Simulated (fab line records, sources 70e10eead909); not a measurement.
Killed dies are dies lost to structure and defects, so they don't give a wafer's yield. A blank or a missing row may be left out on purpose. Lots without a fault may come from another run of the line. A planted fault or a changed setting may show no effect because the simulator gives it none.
fab line records | flow nand_harc
record lots=14 wafers=42 last_day=34
route steps=1302 shown P_M1@312 P_M2@332
lots that met no fault: from a run of the same line without faults
start_h: hours from the record's first day to the start of the lot's first wafer shown | wait_h: hours since the lot's step before | " the same as in the row above | L1.1+2: a row that stands for several wafers | - no value, or no start given | * or withheld: withheld | < > ~ a bound
route shown NAME@n: a module of which the file shows steps, and the number in the route of the first | usual: mean/standard deviation of fault-free wafers | same: alike in all rows | chamber/n: place in a boat | sites: the reading at each site | _std_site: their standard deviation | _edge_site: outer sites' mean less inner sites' | radius_mm: how far each site lies from the wafer's centre | mask NAME#n: copy n | behind: the tool/chamber that last shaped the wafer | hold: why the lot was held/for how many hours/how that ended | device: the transistor (n, p or np) that didn't switch | end of line: the same wafers' tests at the end of the route | a step without rows: its recipe alone | killed: dies lost to structure and defects at the first sort, not the wafer's yield | map: a wafer's dies, x killed, . not, _ none there
set.NAME: the setting as run; set.NAME@STEP: as run at that earlier step | model.NAME: the simulator's own value behind a step, which no gauge read
steps of the route over a sample of lots; a table a step, a row a wafer
services: from which hour (start_h, from the record's first day; less than 0 if before it) a tool's chamber was out of use, for how many hours, and why
## steps
# step NHARC_P_M1_THK_MEAS_24
# recipe thk_meas_gauge=xrf
# usual thk_nm=157.7/1.5
# columns lot.wafer tool chamber start_h wait_h thk_nm
L164.1 film_metro-01 - 126.42 - 158.0
L164.3 " - " " 157.5
L164.5 " - " " 158.0
L165.1 film_metro-02 - 141.78 - 154.7
L165.2 " - " " 156.6
L165.4 " - " " 154.8
L167.1 film_metro-01 - 157.64 - 158.4
L167.5 " - " " 154.8
L167.6 " - " " 158.4
L166.1 film_metro-01 - 160.16 - 157.4
L166.4 " - " " 156.6
L166.5 " - " " 158.2
L168.3 film_metro-01 - 169.31 - 159.0
L168.5 " - " " 159.0
L168.6 " - " " 156.1
L173.1 film_metro-01 - 213.59 - 157.9
L173.5 " - " " 158.5
L173.6 " - " " 160.1
L175.2 film_metro-01 - 243.57 - 155.8
L175.4 " - " " 156.9
L175.6 " - " " 157.4
L176.1 film_metro-01 - 252.07 - 158.7
L176.2 " - " " 157.6
L176.4 " - " " 158.4
L177.1 film_metro-01 - 275.47 - 159.9
L177.5 " - " " 158.3
L177.6 " - " " 159.0
L179.1 film_metro-01 - 276.32 - 158.6
L179.2 " - " " 158.0
L179.6 " - " " 158.8
L184.2 film_metro-01 - 321.59 - 159.5
L184.3 " - " " 159.3
L184.4 " - " " 159.4
L185.1 film_metro-02 - 333.87 - 157.7
L185.2 " - " " 157.5
L185.3 " - " " 157.4
L186.1 film_metro-02 - 346.65 - 159.4
L186.2 " - " " 155.2
L186.5 " - " " 158.6
L187.2 film_metro-02 - 360.39 - 160.0
L187.4 " - " " 157.5
L187.6 " - " " 157.8
# step NHARC_P_M1_DEP_33
# recipe target_thk_a=300 temp_c=370 target_thk_nm=30 pressure_torr=3 flow_sccm=200 rf_w=450 material=SiCN
# usual heater_power_w=574/55 susceptor_temp_C=370.02/0.23
# columns lot.wafer tool chamber start_h wait_h heater_power_w since_wet_clean_h susceptor_temp_C
L164.3 pecvd-02 2 126.72 0.1 548 68 369.81
L164.1 " 0 " " 662 68 370.26
L164.5 " 1 " " 580 - 369.85
L165.1 pecvd-02 2 142.08 0.1 561 83 370.42
L165.2 " 0 " " 632 83 369.98
L165.4 " 2 " " 557 - 370.68
L167.1 pecvd-03 0 158.00 0.1 512 141 369.95
L167.6 " 0 " " 525 - 369.84
L167.5 " 1 " " 537 - 370.23
L166.1 pecvd-03 1 160.52 0.1 612 144 370.20
L166.4 " 1 " " 613 - 369.86
L166.5 " 1 " " 599 - 369.94
L168.3 pecvd-02 2 169.67 0.1 523 111 369.77
L168.5 " 2 " " 513 - 369.43
L168.6 " 0 " " 620 - 369.89
L173.1 pecvd-02 1 213.89 0.1 626 155 369.79
L173.5 " 1 " " 622 - 369.93
L173.6 " 0 " " 660 - 370.46
L175.2 pecvd-03 2 243.88 0.1 690 46 369.93
L175.6 " 2 " " 680 - 370.07
L175.4 " 1 " " 583 - 369.97
L176.2 pecvd-03 2 252.37 0.1 591 54 369.81
L176.1 " 1 " " 644 54 370.21
L176.4 " 0 " " 529 - 369.73
L177.1 pecvd-02 2 275.82 0.1 560 36 369.97
L177.6 " 1 " " 534 - 370.31
L177.5 " 0 " " 607 - 370.07
L179.1 pecvd-02 0 276.67 0.1 534 37 370.20
L179.2 " 1 " " 519 37 370.00
L179.6 " 2 " " 542 - 369.78
L184.2 pecvd-03 0 321.89 0.1 527 124 369.80
L184.3 " 2 " " 695 124 370.01
L184.4 " 0 " " 511 - 370.00
L185.1 pecvd-03 2 334.17 0.1 552 136 370.00
L185.2 " 0 " " 499 136 370.07
L185.3 " 1 " " 578 136 370.37
L186.1 pecvd-01 1 346.95 0.1 633 23 370.07
L186.2 " 2 " " 656 23 370.06
L186.5 " 1 " " 657 - 370.10
L187.2 pecvd-02 0 360.78 0.1 540 121 370.30
L187.4 " 1 " " 571 - 369.83
L187.6 " 0 " " 543 - 369.89
# step NHARC_P_M2_ETCH_35
# recipe target_depth_a=400 overetch_a=120 time_s=43.94 ion_energy_ev=200 n2_flow_sccm=150 h2_flow_sccm=150 ar_flow_sccm=0 rf_w=400 bias_w=150 chemistry=N2/H2
# usual drypump_motor_current_A=5.74/0.27 oes_product_au=1.000/0.0071 rf_vpp_V=430.6/2.5 showerhead_plenum_p_Torr=2.05/0.086 throttle_valve_pct=14.172/0.0088
# columns lot.wafer tool chamber start_h wait_h drypump_motor_current_A oes_product_au rf_hours_counter_h rf_vpp_V showerhead_plenum_p_Torr throttle_valve_pct
L164.3 rie_diel-12 2 128.26 0.1 5.52 1.012 1 426.7 1.90 14.169
L164.1 " 3 " " 5.83 1.011 1 431.3 2.06 14.151
L164.5 " 3 " " 5.84 1.002 - 430.6 2.06 14.185
L165.1 rie_diel-13 0 143.47 0.1 6.10 0.998 9 431.4 2.06 14.167
L165.4 " 1 " " 5.46 1.006 9 435.1 2.20 14.166
L165.2 " 3 " " 5.85 1.005 6 431.6 2.13 14.182
L167.1 rie_diel-10 3 159.67 0.1 5.59 1.004 5 433.6 2.10 14.167
L167.5 " 2 " " 6.15 1.002 - 434.5 2.18 14.172
L167.6 " 3 " " 5.59 0.998 - 432.6 2.10 14.182
L166.1 rie_diel-12 2 162.08 0.1 5.50 1.000 4 425.8 1.90 14.182
L166.4 " 1 " " 5.94 1.000 - 431.8 2.09 14.176
L166.5 " 3 " " 5.83 0.998 - 431.6 2.05 14.162
L168.3 rie_diel-12 1 171.05 0.1 5.94 1.005 5 431.4 2.09 14.183
L168.5 " 3 " " 5.82 1.005 - 431.2 2.05 14.172
L168.6 " 1 " " 5.94 0.996 - 431.4 2.09 14.182
L173.1 rie_diel-10 0 215.39 0.1 5.46 0.999 8 431.0 2.07 14.153
L173.6 " 3 " " 5.61 0.998 - 433.2 2.10 14.181
L173.5 " 0 " " 5.46 0.997 - 431.8 2.07 14.160
L175.4 rie_diel-12 0 245.38 0.1 5.39 1.003 1 430.4 2.00 14.170
L175.2 " 1 " " 5.94 0.997 9 432.0 2.09 14.177
L175.6 " 2 " " 5.52 0.996 - 427.3 1.90 14.171
L176.2 rie_diel-12 1 253.76 0.1 5.93 0.999 10 432.0 2.08 14.181
L176.1 " 2 " " 5.52 1.003 10 426.5 1.90 14.170
L176.4 " 0 " " 5.40 1.000 1 429.0 2.00 14.167
L177.1 rie_diel-10 0 277.21 0.1 5.48 1.001 1 430.8 2.07 14.167
L177.6 " 3 " " 5.61 0.994 - 431.9 2.10 14.168
L177.5 " 0 " " 5.48 1.002 - 430.4 2.07 14.157
L179.2 rie_diel-12 0 278.15 0.1 5.41 1.012 0 429.1 2.00 14.185
L179.1 " 1 " " 5.95 1.005 0 432.6 2.08 14.180
L179.6 " 2 " " 5.54 1.005 - 426.5 1.90 14.161
L184.2 rie_diel-13 2 323.29 0.1 5.07 0.991 10 430.8 2.13 14.159
L184.3 " 0 " " 6.12 0.996 9 431.4 2.06 14.179
L184.4 " 1 " " 5.52 0.984 9 434.2 2.19 14.159
L185.3 rie_diel-10 0 335.55 0.1 5.45 0.999 5 432.1 2.07 14.172
L185.1 " 1 " " 6.04 0.998 5 429.2 1.97 14.173
L185.2 " 2 " " 6.14 1.006 4 432.9 2.18 14.169
L186.2 rie_diel-12 1 348.47 0.1 5.95 1.003 1 431.5 2.08 14.144
L186.1 " 3 " " 5.83 1.002 3 431.6 2.05 14.173
L186.5 " 1 " " 5.96 1.003 - 431.2 2.08 14.170
L187.4 rie_diel-10 3 362.25 0.1 5.61 0.991 6 430.6 2.10 14.173
L187.2 " 0 " " 5.47 0.995 8 430.9 2.07 14.166
L187.6 " 2 " " 6.14 0.995 - 433.5 2.17 14.174
# step NHARC_P_M2_ECD_22
# recipe target_thk_a=4000 bath_temp_c=25 material=Cu
# columns lot.wafer tool chamber start_h wait_h
L164.1+3+5 ecd_cu-01 1,0,1 129.63 -
L165.2+1+4 ecd_cu-01 0,1,0 145.26 -
L167.1+5+6 ecd_cu-02 1,1,0 161.02 -
L166.1+4+5 ecd_cu-02 0 163.40 -
L168.3+5+6 ecd_cu-01 0,1,0 172.62 -
L173.1+5+6 ecd_cu-02 0,1,0 216.80 -
L175.2+4+6 ecd_cu-01 1,1,0 246.87 -
L176.2+1+4 ecd_cu-01 0,1,0 255.05 -
L177.1+5+6 ecd_cu-01 0,0,1 278.49 -
L179.1+2+6 ecd_cu-02 0,1,0 279.43 -
L184.2+4+3 ecd_cu-02 1,1,0 324.58 -
L185.2+1+3 ecd_cu-02 0,1,1 336.84 -
L186.1+2+5 ecd_cu-01 0,1,1 350.29 -
L187.2+4+6 ecd_cu-02 1,0,0 363.66 -
# step NHARC_P_M2_CMP_23
# recipe t_overpolish_s=20 target_thk_nm=144.3
# usual motor_current_A=11.7/0.98 time_to_endpoint_s=29.7/2.3
# columns lot.wafer tool chamber start_h wait_h motor_current_A time_to_endpoint_s
L164.3 cmp-02 0 130.33 - 11.5 27.9
L164.1 " 1 " " 11.4 28.6
L164.5 " 0 " " 11.2 27.7
L165.4 cmp-04 0 145.98 - 12.1 29.9
L165.2 " 2 " " 11.5 26.4
L165.1 " 3 " " 11.4 31.8
L167.1 cmp-02 3 161.77 - 13.9 31.8
L167.5 " 2 " " 10.2 29.5
L167.6 " 3 " " 13.1 32.0
L166.4 cmp-02 0 164.21 - 11.6 26.1
L166.1 " 1 " " 11.9 25.5
L166.5 " 3 " " 13.8 28.0
L168.3 cmp-02 1 173.28 - 11.7 27.6
L168.5 " 2 " " 10.2 30.1
L168.6 " 3 " " 13.9 30.7
L173.1 cmp-03 1 217.61 - 11.4 32.7
L173.5 " 3 " " 11.0 28.8
L173.6 " 0 " " 11.9 27.3
L175.2 cmp-04 3 247.62 - 11.2 30.2
L175.4 " 0 " " 11.7 29.9
L175.6 " 2 " " 11.6 28.3
L176.4 cmp-03 0 255.77 - 12.4 32.6
L176.1 " 2 " " 10.8 17.7
L176.2 " 3 " " 11.3 35.4
L177.1 cmp-03 3 279.28 - 11.1 32.3
L177.5 " 1 " " 11.0 33.1
L177.6 " 2 " " 10.8 20.6
L179.2 cmp-03 3 280.21 - 11.3 29.5
L179.1 " 0 " " 12.2 27.5
L179.6 " 1 " " 11.4 30.6
L184.2 cmp-03 0 325.30 - 12.3 27.1
L184.4 " 1 " " 11.6 29.7
L184.3 " 2 " " 10.8 28.4
L185.1 cmp-03 1 337.86 - 11.5 33.6
L185.2 " 3 " " 11.1 30.4
L185.3 " 0 " " 12.3 30.9
L186.1 cmp-03 2 351.07 - 10.7 29.0
L186.2 " 1 " " 11.2 27.2
L186.5 " 2 " " 10.4 31.9
L187.4 cmp-04 1 364.39 - 12.7 29.8
L187.2 " 2 " " 11.7 26.4
L187.6 " 0 " " 12.2 27.8
## services
# columns tool chamber start_h hours kind
rie_diel-12 0 109.00 112.7 repair
ecd_cu-02 - 144.49 1.1 repair
cmp-03 - 149.93 1.3 repair
ecd_cu-01 - 160.00 8.0 pm
cmp-03 - 162.00 4.0 pm
pecvd-02 - 180.38 2.6 repair
cmp-03 - 188.47 2.5 repair
pecvd-02 - 227.00 13.0 pm
rie_diel-12 - 238.32 0.4 repair
cmp-03 - 242.59 0.6 repair
ecd_cu-02 - 244.00 8.0 pm
cmp-03 - 260.00 4.0 pm
ecd_cu-01 - 261.69 1.3 repair
rie_diel-12 - 268.56 9.0 pm
rie_diel-12 1 282.79 38.4 repair
rie_diel-12 2 286.14 3.1 repair
cmp-03 - 287.13 1.1 repair
ecd_cu-02 - 290.82 3.7 repair
cmp-03 - 333.09 2.1 repair
rie_diel-12 - 335.32 3.6 repair
ecd_cu-01 - 336.00 8.0 pm
cmp-03 - 344.50 5.7 repair
rie_diel-12 1 354.04 11.7 repair
cmp-03 - 358.00 4.0 pm
## key
first_sign step=NHARC_P_M2_CMP_23 reading=time_to_endpoint_s direction=down sigmas=4.5 usual=* struck=*
effect none on later readings
met_at NHARC_P_M2_ECD_22
struck_lots L176,L177
struck_wafers L176.1,L177.6
later_rows_left_out L176.1,L177.6
sort_left_out L176.1,L177.6
not_acting_at NHARC_P_M1_THK_MEAS_24,NHARC_P_M1_DEP_33,NHARC_P_M2_ETCH_35
onset_between 246.87 255.05
fault kind=process_parameter_drift tool=ecd_cu-01 chamber=1 onset_h=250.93 steps=NHARC_P_M2_ECD_22 channel=target_thk_a offset=* shape=step end_h=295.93 acts_in=* stated=*
# sort_left_out: the simulated sort isn't trusted on such a fault, so these wafers' sort isn't shown, and their yield isn't known
# later_rows_left_out: the simulator's readings of these wafers behind a module that went badly wrong aren't trusted and aren't shown, but for the sort
